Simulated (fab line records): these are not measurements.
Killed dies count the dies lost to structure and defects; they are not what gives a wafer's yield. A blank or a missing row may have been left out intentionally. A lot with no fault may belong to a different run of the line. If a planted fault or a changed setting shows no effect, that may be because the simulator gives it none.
Chamber matching    flow nand_harc    3 sister chambers for NHARC_A_SGD_CUT_DEP_00 on pecvd-03
The step deposits SiNx, target thk 50 nm. 3 wafers are shown with their chamber, then 8 later ones without.

## WAFERS, EACH WITH ITS CHAMBER
wafer   chamber  heater_power_w (W)
L898.3  1        640
L898.5  2        644
L905.1  0        736

## WAFERS WITHOUT THEIR CHAMBER
wafer   heater_power_w (W)
L905.2  549
L905.3  553
L907.1  682
L907.3  655
L907.5  640
L908.1  607
L908.5  607
L908.6  704

## WHICH CHAMBER EACH ONE RAN IN
wafer   from the rows above           in truth
L905.2  can't be placed: 1 or 2 or 0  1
L905.3  can't be placed: 1 or 2 or 0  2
L907.1  can't be placed: 2 or 1 or 0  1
L907.3  can't be placed: 2 or 1 or 0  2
L907.5  can't be placed: 1 or 2 or 0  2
L908.1  can't be placed: 1 or 2 or 0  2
L908.5  can't be placed: 1 or 2 or 0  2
L908.6  can't be placed: 0 or 2 or 1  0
Placed correctly: 0 of 8. Unplaceable from these rows: 8, with the true chamber sitting among the candidates in 8. Placed wrongly: 0.
How it was worked out, from the rows above alone: a wafer's distance from a chamber is the root of the sum, over the readings, of the square of ((its reading less the chamber's mean) divided by the reading's scatter). If the next closest chamber is less than 2 further off than the closest, the wafer can't be placed; otherwise it belongs to the closest. Each chamber's mean is taken over the wafers shown for it. The scatter (one wafer shown for each chamber): square how far every hidden wafer sits from the nearest shown wafer, average those squares and take the square root.
